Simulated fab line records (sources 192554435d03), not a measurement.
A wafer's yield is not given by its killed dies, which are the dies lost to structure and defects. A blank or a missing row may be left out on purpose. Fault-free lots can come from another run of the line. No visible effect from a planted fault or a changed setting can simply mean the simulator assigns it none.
fab line records :: flow n5_finfet
record:
  lots: 4
  wafers: 12
  last_day: 15
route steps=1938 shown GATE_CUT@508 MOL_CONTACT_COAG@517 BEOL_M4@1111
lots that met no fault: taken from a fault-free run of the same line
start_h: start of the lot's first displayed wafer, in hours after the record's first day :: wait_h: how many hours have passed since the lot's step before this one :: " as in the row above :: L1.1+2: several wafers, shown together as one row :: - no value present, or no start provided :: * or withheld: withheld :: < > ~ a bound
route shown NAME@n: a module of which the file shows steps, and the number in the route of the first :: usual: average and standard deviation across the fault-free wafers :: same: alike in all rows :: chamber/n: place in a boat :: sites: the reading at each site :: _std_site: how widely they spread, as a standard deviation :: _edge_site: outer sites' mean less inner sites' :: radius_mm: how far each site lies from the wafer's centre :: mask NAME#n: copy n :: behind: the most recent tool/chamber to have shaped the wafer :: hold: what put the lot on hold/how long, in hours/how the hold closed :: device: whichever transistor did not switch (one of n, p or np) :: end of line: tests of these same wafers at the route's end :: a step with no rows: only its recipe :: killed: count of dies lost to structure and defects at first sort (not the wafer's yield) :: map: per-die view of a wafer (x killed, . not killed, _ where there is no die)
set.NAME: the setting as run; set.NAME@STEP: as run at that earlier step :: model.NAME: the simulator's own value behind a step, which no gauge read
lots seen at some steps along the route; tables by step, rows by wafer
services: the hour from which a tool's chamber was out of use, counted from the record's first day as start_h (under 0 if before that day), plus the number of hours and why
== steps ==
step: N5_GATE_CUT_STRIP_29
recipe:
  chemistry: post_etch_residue_remover
  time_s: 60
  temp_c: 25
  remover_ph: withheld
  remover_water_wt_pct: withheld
  remover_fluoride_wt_pct: withheld
step: N5_GATE_CUT_SRD_52
recipe:
  dry: ipa_marangoni
  time_s: 30
  temp_c: 23
  rinse_liquid: diw
step: N5_GATE_CUT_ALD_22
recipe:
  material: SiNx
  target_thk_a: 160
  temp_c: 400
  ald_precursor_family: SiH2I2
  ald_co_reactant: N2/H2-plasma
  pulse_time_s: 1
  ald_cycles: 320
  purge_time_s: 2
  co_reactant_purge_time_s: 2
  pressure_torr: 2
step: N5_GATE_CUT_CMP_23
recipe:
  stop_on: SiO2
  t_overpolish_s: 23.4
  post_cmp_clean: alkaline_brush
  down_force_psi: 2.5
  platen_rpm: 51.8
  pad_velocity_m_s: 1.0307
  target_thk_nm: 16
step: N5_GATE_CUT_CMP_43
recipe:
  material: SiO2
  post_cmp_clean: rinse_only
step: N5_GATE_CUT_CMP_61
recipe:
  stop_on: SiNx
  t_overpolish_s: 3
  post_cmp_clean: alkaline_brush
  down_force_psi: 4
  platen_rpm: 27.09
  pad_velocity_m_s: 0.539
step: N5_MOL_CONTACT_COAG_COAT_103
recipe:
  resist: SOC
  temp_c: 250
  time_s: 60
  spin_rpm: 1500
  resist_thk_nm: 80
step: N5_MOL_CONTACT_COAG_COAT_104
recipe:
  resist: SiARC
  temp_c: 220
  time_s: 60
  spin_rpm: 1500
  resist_thk_nm: 12
step: N5_MOL_CONTACT_COAG_COAT_58
recipe:
  resist: underlayer
  temp_c: 205
  time_s: 60
  spin_rpm: 1500
  resist_thk_nm: 10
step: N5_MOL_CONTACT_COAG_COAT_02
recipe:
  resist: CAR-EUV
  spin_rpm: 1500
  resist_thk_nm: 30
usual:
  dispense_pressure_kPa: 47.8/2.4
  spin_speed_rpm: 1500.0/0.96
lot.wafer: L965.2
tool: litho_track-02
chamber: 0
start_h: 104.92
wait_h: -
dispense_pressure_kPa: 44.7
spin_speed_rpm: 1499.8
model.CAR-EUV_of_MOL_CONTACT_COAG_COAT_02.thk_nm: 30

lot.wafer: L965.4
tool: litho_track-02
chamber: 0
start_h: 104.92
wait_h: -
dispense_pressure_kPa: 44.7
spin_speed_rpm: 1499.6
model.CAR-EUV_of_MOL_CONTACT_COAG_COAT_02.thk_nm: 30

lot.wafer: L965.5
tool: litho_track-02
chamber: 0
start_h: 104.92
wait_h: -
dispense_pressure_kPa: 44.7
spin_speed_rpm: 1499.7
model.CAR-EUV_of_MOL_CONTACT_COAG_COAT_02.thk_nm: 30

lot.wafer: L977.1
tool: litho_track-02
chamber: 0
start_h: 177.25
wait_h: -
dispense_pressure_kPa: 44.7
spin_speed_rpm: 1440.9
model.CAR-EUV_of_MOL_CONTACT_COAG_COAT_02.thk_nm: 30.6

lot.wafer: L977.2
tool: litho_track-02
chamber: 0
start_h: 177.25
wait_h: -
dispense_pressure_kPa: 44.7
spin_speed_rpm: 1440.0
model.CAR-EUV_of_MOL_CONTACT_COAG_COAT_02.thk_nm: 30.6

lot.wafer: L977.3
tool: litho_track-02
chamber: 0
start_h: 177.25
wait_h: -
dispense_pressure_kPa: 44.7
spin_speed_rpm: 1440.0
model.CAR-EUV_of_MOL_CONTACT_COAG_COAT_02.thk_nm: 30.6

lot.wafer: L978.3
tool: litho_track-02
chamber: 0
start_h: 182.38
wait_h: -
dispense_pressure_kPa: 44.7
spin_speed_rpm: 1440.6
model.CAR-EUV_of_MOL_CONTACT_COAG_COAT_02.thk_nm: 30.6

lot.wafer: L978.4
tool: litho_track-02
chamber: 0
start_h: 182.38
wait_h: -
dispense_pressure_kPa: 44.7
spin_speed_rpm: 1438.9
model.CAR-EUV_of_MOL_CONTACT_COAG_COAT_02.thk_nm: 30.6

lot.wafer: L978.6
tool: litho_track-02
chamber: 0
start_h: 182.38
wait_h: -
dispense_pressure_kPa: 44.7
spin_speed_rpm: 1440.9
model.CAR-EUV_of_MOL_CONTACT_COAG_COAT_02.thk_nm: 30.6

lot.wafer: L979.1
tool: litho_track-01
chamber: 0
start_h: 189.58
wait_h: -
dispense_pressure_kPa: 49.3
spin_speed_rpm: 1501.3
model.CAR-EUV_of_MOL_CONTACT_COAG_COAT_02.thk_nm: 30

lot.wafer: L979.5
tool: litho_track-01
chamber: 0
start_h: 189.58
wait_h: -
dispense_pressure_kPa: 49.3
spin_speed_rpm: 1501.5
model.CAR-EUV_of_MOL_CONTACT_COAG_COAT_02.thk_nm: 30

lot.wafer: L979.6
tool: litho_track-01
chamber: 0
start_h: 189.58
wait_h: -
dispense_pressure_kPa: 49.3
spin_speed_rpm: 1499.9
model.CAR-EUV_of_MOL_CONTACT_COAG_COAT_02.thk_nm: 30
step: N5_MOL_CONTACT_COAG_EBR_04
recipe:
  solvent: PGMEA
  ebr_width_mm: 1.5
step: N5_MOL_CONTACT_COAG_SOFTBAKE_03
recipe:
  temp_c: 110
  time_s: 60
  resist: CAR-EUV
step: N5_MOL_CONTACT_COAG_EXPOSE_05
recipe:
  mask_id: CA
  na: 0.33
  source_shape: annular
  sigma_inner: 0.4
  sigma_outer: 0.8
  polarization: unpolarized
  defocus_nm: 0
  dose_mj: 38.25
step: N5_MOL_CONTACT_COAG_PEB_06
recipe:
  peb_temp_c: 100
  peb_time_s: 60
  resist: CAR-EUV
step: N5_MOL_CONTACT_COAG_DEVELOP_07
recipe:
  develop_time_s: 30
  developer: TMAH
  resist: CAR-EUV
  rinse_liquid: surfactant_rinse
  dry: air_spin
  dev_temp_c: 23
step: N5_MOL_CONTACT_COAG_DESCUM_13
recipe:
  chemistry: O2
  time_s: 7
  source_power_w: 50
  bias_power_w: 20
  pressure_mtorr: 20
  rf_frequency_hz: 2.712e+07
  temp_c: 40
  resist: CAR-EUV
  o2_flow_sccm: 225
step: N5_MOL_CONTACT_COAG_ETCH_59
recipe:
  chemistry: N2/H2
  target: underlayer
  target_depth_a: 130
  mask_material: CAR-EUV
  time_s: 10.4
  ion_energy_ev: 200
  pressure_mtorr: 30
  source_w: 840
  bias_w: 150
  n2_flow_sccm: 200
  h2_flow_sccm: 200
  ends: cleared
step: N5_MOL_CONTACT_COAG_ETCH_105
recipe:
  chemistry: CF4
  target: SiARC
  target_depth_a: 156
  mask_material: CAR-EUV
  time_s: 26
  ion_energy_ev: 80
  pressure_mtorr: 40
  source_w: 545
  bias_w: 36
  Ar_flow_sccm: 100
  cf4_flow_sccm: 100
  ends: cleared
usual:
  cf4_flow_sccm: 100.0/0.3
  drypump_motor_current_A: 5.7/0.58
  etch_rf_on_time_s: 25.9/0.64
  oes_product_au: 0.66/0.077
  rf_vpp_V: 184.2/1.2
  showerhead_plenum_p_Torr: 2.15/0.074
  throttle_valve_pct: 15.7/0.31
lot.wafer: L965.2
tool: rie_diel-04
chamber: 1
start_h: 105.87
wait_h: 0.0
cf4_flow_sccm: 100.2
drypump_motor_current_A: 5.9
etch_rf_on_time_s: 25.1
oes_product_au: 0.62
rf_hours_counter_h: 208
rf_vpp_V: 184.3
showerhead_plenum_p_Torr: 2.21
throttle_valve_pct: 16.2
model.CAR-EUV_of_MOL_CONTACT_COAG_COAT_02.thk_nm: 5.4

lot.wafer: L965.4
tool: rie_diel-04
chamber: 0
start_h: 105.87
wait_h: 0.0
cf4_flow_sccm: 100.3
drypump_motor_current_A: 6.7
etch_rf_on_time_s: 26.3
oes_product_au: 0.64
rf_hours_counter_h: 158
rf_vpp_V: 186.8
showerhead_plenum_p_Torr: 2.23
throttle_valve_pct: 15.7
model.CAR-EUV_of_MOL_CONTACT_COAG_COAT_02.thk_nm: 5.6

lot.wafer: L965.5
tool: rie_diel-04
chamber: 0
start_h: 105.87
wait_h: 0.0
cf4_flow_sccm: 100.1
drypump_motor_current_A: 6.7
etch_rf_on_time_s: 26.1
oes_product_au: 0.65
rf_hours_counter_h: -
rf_vpp_V: 182.6
showerhead_plenum_p_Torr: 2.23
throttle_valve_pct: 15.7
model.CAR-EUV_of_MOL_CONTACT_COAG_COAT_02.thk_nm: 5.6

lot.wafer: L977.1
tool: rie_diel-04
chamber: 1
start_h: 178.13
wait_h: 0.0
cf4_flow_sccm: 99.7
drypump_motor_current_A: 5.9
etch_rf_on_time_s: 25.1
oes_product_au: 0.60
rf_hours_counter_h: 238
rf_vpp_V: 185.5
showerhead_plenum_p_Torr: 2.20
throttle_valve_pct: 16.2
model.CAR-EUV_of_MOL_CONTACT_COAG_COAT_02.thk_nm: 5.8

lot.wafer: L977.2
tool: rie_diel-04
chamber: 3
start_h: 178.13
wait_h: 0.0
cf4_flow_sccm: 99.9
drypump_motor_current_A: 6.2
etch_rf_on_time_s: 26.7
oes_product_au: 0.65
rf_hours_counter_h: 125
rf_vpp_V: 184.0
showerhead_plenum_p_Torr: 2.08
throttle_valve_pct: 15.9
model.CAR-EUV_of_MOL_CONTACT_COAG_COAT_02.thk_nm: 6.2

lot.wafer: L977.3
tool: rie_diel-04
chamber: 0
start_h: 178.13
wait_h: 0.0
cf4_flow_sccm: 99.7
drypump_motor_current_A: 6.7
etch_rf_on_time_s: 26.2
oes_product_au: 0.64
rf_hours_counter_h: 185
rf_vpp_V: 185.2
showerhead_plenum_p_Torr: 2.22
throttle_valve_pct: 15.7
model.CAR-EUV_of_MOL_CONTACT_COAG_COAT_02.thk_nm: 6.2

lot.wafer: L978.3
tool: rie_diel-06
chamber: 2
start_h: 182.94
wait_h: 0.0
cf4_flow_sccm: 99.9
drypump_motor_current_A: 5.1
etch_rf_on_time_s: 26.6
oes_product_au: 0.66
rf_hours_counter_h: 90
rf_vpp_V: 186.6
showerhead_plenum_p_Torr: 2.28
throttle_valve_pct: 15.5
model.CAR-EUV_of_MOL_CONTACT_COAG_COAT_02.thk_nm: 6.2

lot.wafer: L978.4
tool: rie_diel-06
chamber: 0
start_h: 182.94
wait_h: 0.0
cf4_flow_sccm: 99.8
drypump_motor_current_A: 6.2
etch_rf_on_time_s: 26.2
oes_product_au: 0.58
rf_hours_counter_h: 244
rf_vpp_V: 182.4
showerhead_plenum_p_Torr: 2.11
throttle_valve_pct: 16.1
model.CAR-EUV_of_MOL_CONTACT_COAG_COAT_02.thk_nm: 6

lot.wafer: L978.6
tool: rie_diel-06
chamber: 3
start_h: 182.94
wait_h: 0.0
cf4_flow_sccm: 100.0
drypump_motor_current_A: 5.9
etch_rf_on_time_s: 26.6
oes_product_au: 0.67
rf_hours_counter_h: -
rf_vpp_V: 182.9
showerhead_plenum_p_Torr: 2.16
throttle_valve_pct: 15.6
model.CAR-EUV_of_MOL_CONTACT_COAG_COAT_02.thk_nm: 6.2

lot.wafer: L979.1
tool: rie_diel-06
chamber: 0
start_h: 190.08
wait_h: 0.0
cf4_flow_sccm: 100.0
drypump_motor_current_A: 6.2
etch_rf_on_time_s: 25.8
oes_product_au: 0.58
rf_hours_counter_h: 247
rf_vpp_V: 183.5
showerhead_plenum_p_Torr: 2.10
throttle_valve_pct: 16.1
model.CAR-EUV_of_MOL_CONTACT_COAG_COAT_02.thk_nm: 5.4

lot.wafer: L979.5
tool: rie_diel-06
chamber: 0
start_h: 190.08
wait_h: 0.0
cf4_flow_sccm: 100.4
drypump_motor_current_A: 6.2
etch_rf_on_time_s: 25.5
oes_product_au: 0.59
rf_hours_counter_h: -
rf_vpp_V: 183.2
showerhead_plenum_p_Torr: 2.10
throttle_valve_pct: 16.1
model.CAR-EUV_of_MOL_CONTACT_COAG_COAT_02.thk_nm: 5.4

lot.wafer: L979.6
tool: rie_diel-06
chamber: 1
start_h: 190.08
wait_h: 0.0
cf4_flow_sccm: 100.4
drypump_motor_current_A: 4.8
etch_rf_on_time_s: 26.2
oes_product_au: 0.60
rf_hours_counter_h: -
rf_vpp_V: 183.5
showerhead_plenum_p_Torr: 2.11
throttle_valve_pct: 15.8
model.CAR-EUV_of_MOL_CONTACT_COAG_COAT_02.thk_nm: 5.4
step: N5_MOL_CONTACT_COAG_ETCH_106
recipe:
  chemistry: N2/H2
  target: SOC
  target_depth_a: 800
  overetch_a: 160
  mask_material: SiARC
  temp_c: 40
  time_s: 120
  ion_energy_ev: 200
  pressure_mtorr: 30
  source_w: 840
  bias_w: 150
  n2_flow_sccm: 200
  h2_flow_sccm: 200
step: N5_BEOL_M4_RC_MEAS_101
usual:
  DIBL_N: 36.8/2.2
  DIBL_P: 37.0/2.8
  IOFF_N: 0.18/0.043
  IOFF_P: 0.23/0.05
  ION_N: 680/14
  ION_P: 466/9.1
  SS_N: 71.7/0.74
  SS_P: 73.5/0.79
  VT_N: 248/4
  VT_P: -249/4.1
lot.wafer: L965.2
tool: prober-01
chamber: 0
start_h: 197.31
wait_h: 0.2
DIBL_N[mV/V]: 36.7
DIBL_P[mV/V]: 38.5
IOFF_N[nA/um]: 0.20
IOFF_P[nA/um]: 0.21
ION_N[uA/um]: 691
ION_P[uA/um]: 466
SS_N[mV/dec]: 71.5
SS_P[mV/dec]: 73.7
VT_N[mV]: 244
VT_P[mV]: -252

lot.wafer: L965.4
tool: prober-01
chamber: 0
start_h: 197.31
wait_h: 0.2
DIBL_N[mV/V]: 36.3
DIBL_P[mV/V]: 37.7
IOFF_N[nA/um]: 0.18
IOFF_P[nA/um]: 0.20
ION_N[uA/um]: 678
ION_P[uA/um]: 459
SS_N[mV/dec]: 71.3
SS_P[mV/dec]: 73.6
VT_N[mV]: 247
VT_P[mV]: -249

lot.wafer: L965.5
tool: prober-01
chamber: 0
start_h: 197.31
wait_h: 0.2
DIBL_N[mV/V]: 33.0
DIBL_P[mV/V]: 34.5
IOFF_N[nA/um]: 0.13
IOFF_P[nA/um]: 0.16
ION_N[uA/um]: 678
ION_P[uA/um]: 454
SS_N[mV/dec]: 70.8
SS_P[mV/dec]: 72.5
VT_N[mV]: 251
VT_P[mV]: -256

lot.wafer: L977.1
tool: prober-01
chamber: 0
start_h: 253.26
wait_h: 0.0
DIBL_N[mV/V]: 31.9
DIBL_P[mV/V]: 30.1
IOFF_N[nA/um]: 0.09
IOFF_P[nA/um]: 0.16
ION_N[uA/um]: 634
ION_P[uA/um]: 451
SS_N[mV/dec]: 70.6
SS_P[mV/dec]: 73.1
VT_N[mV]: 260
VT_P[mV]: -252

lot.wafer: L977.2
tool: prober-01
chamber: 0
start_h: 253.26
wait_h: 0.0
DIBL_N[mV/V]: 35.7
DIBL_P[mV/V]: 34.7
IOFF_N[nA/um]: 0.15
IOFF_P[nA/um]: 0.23
ION_N[uA/um]: 674
ION_P[uA/um]: 467
SS_N[mV/dec]: 71.0
SS_P[mV/dec]: 73.3
VT_N[mV]: 250
VT_P[mV]: -249

lot.wafer: L977.3
tool: prober-01
chamber: 0
start_h: 253.26
wait_h: 0.0
DIBL_N[mV/V]: 36.2
DIBL_P[mV/V]: 35.9
IOFF_N[nA/um]: 0.16
IOFF_P[nA/um]: 0.24
ION_N[uA/um]: 673
ION_P[uA/um]: 468
SS_N[mV/dec]: 71.7
SS_P[mV/dec]: 73.4
VT_N[mV]: 249
VT_P[mV]: -247

lot.wafer: L978.3
tool: prober-02
chamber: 0
start_h: 255.53
wait_h: 0.3
DIBL_N[mV/V]: 40.1
DIBL_P[mV/V]: 37.2
IOFF_N[nA/um]: 0.20
IOFF_P[nA/um]: 0.20
ION_N[uA/um]: 672
ION_P[uA/um]: 447
SS_N[mV/dec]: 73.7
SS_P[mV/dec]: 73.9
VT_N[mV]: 252
VT_P[mV]: -253

lot.wafer: L978.4
tool: prober-02
chamber: 0
start_h: 255.53
wait_h: 0.3
DIBL_N[mV/V]: 39.3
DIBL_P[mV/V]: 38.8
IOFF_N[nA/um]: 0.22
IOFF_P[nA/um]: 0.23
ION_N[uA/um]: 681
ION_P[uA/um]: 464
SS_N[mV/dec]: 72.1
SS_P[mV/dec]: 73.5
VT_N[mV]: 244
VT_P[mV]: -251

lot.wafer: L978.6
tool: prober-02
chamber: 0
start_h: 255.53
wait_h: 0.3
DIBL_N[mV/V]: 40.2
DIBL_P[mV/V]: 38.2
IOFF_N[nA/um]: 0.23
IOFF_P[nA/um]: 0.22
ION_N[uA/um]: 688
ION_P[uA/um]: 453
SS_N[mV/dec]: 73.5
SS_P[mV/dec]: 74.5
VT_N[mV]: 246
VT_P[mV]: -250

lot.wafer: L979.1
tool: prober-02
chamber: 0
start_h: 260.66
wait_h: 0.0
DIBL_N[mV/V]: 38.3
DIBL_P[mV/V]: 35.9
IOFF_N[nA/um]: 0.17
IOFF_P[nA/um]: 0.24
ION_N[uA/um]: 680
ION_P[uA/um]: 472
SS_N[mV/dec]: 71.2
SS_P[mV/dec]: 72.7
VT_N[mV]: 247
VT_P[mV]: -248

lot.wafer: L979.5
tool: prober-02
chamber: 0
start_h: 260.66
wait_h: 0.0
DIBL_N[mV/V]: 39.6
DIBL_P[mV/V]: 37.6
IOFF_N[nA/um]: 0.21
IOFF_P[nA/um]: 0.28
ION_N[uA/um]: 688
ION_P[uA/um]: 472
SS_N[mV/dec]: 72.2
SS_P[mV/dec]: 73.5
VT_N[mV]: 245
VT_P[mV]: -243

lot.wafer: L979.6
tool: prober-02
chamber: 0
start_h: 260.66
wait_h: 0.0
DIBL_N[mV/V]: 36.5
DIBL_P[mV/V]: 32.5
IOFF_N[nA/um]: 0.13
IOFF_P[nA/um]: 0.19
ION_N[uA/um]: 666
ION_P[uA/um]: 464
SS_N[mV/dec]: 71.9
SS_P[mV/dec]: 72.2
VT_N[mV]: 253
VT_P[mV]: -252
== services ==
tool: litho_track-02
chamber: -
start_h: 92.12
hours: -
kind: consumable_replace:filter

tool: litho_track-01
chamber: -
start_h: 120.50
hours: -
kind: consumable_replace:filter

tool: rie_diel-04
chamber: 0
start_h: 138.65
hours: 5.3
kind: repair

tool: rie_diel-06
chamber: 0
start_h: 147.08
hours: 5.7
kind: repair

tool: rie_diel-04
chamber: 2
start_h: 159.67
hours: -
kind: clean

tool: rie_diel-04
chamber: 2
start_h: 159.67
hours: -
kind: consumable_replace:focus_ring

tool: rie_diel-04
chamber: 2
start_h: 159.67
hours: 21.8
kind: scheduled_down

tool: rie_diel-04
chamber: 2
start_h: 159.67
hours: 21.8
kind: vent_cycle
== key ==
first_sign:
  step: N5_MOL_CONTACT_COAG_COAT_02
  reading: spin_speed_rpm
  direction: down
  sigmas: 62
  usual: *
  struck: *
effect none on later readings
model_effect:
  step: N5_MOL_CONTACT_COAG_COAT_02
  value: CAR-EUV_of_MOL_CONTACT_COAG_COAT_02.thk_nm
  without: 29.97
  struck: 30.6
model_effect:
  step: N5_MOL_CONTACT_COAG_ETCH_105
  value: CAR-EUV_of_MOL_CONTACT_COAG_COAT_02.thk_nm
  without: 5.467
  struck: 6.1
met_at N5_MOL_CONTACT_COAG_COAT_02
struck_wafers L977.1,L977.2,L977.3,L978.3,L978.4,L978.6
onset_between 104.92 177.25
fault:
  kind: process_parameter_drift
  tool: litho_track-02
  chamber: -
  onset_h: 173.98
  steps: N5_MOL_CONTACT_COAG_COAT_02
  channel: spin_rpm
  offset: *
  shape: step
  end_h: 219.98
  acts_in: *
  stated: *
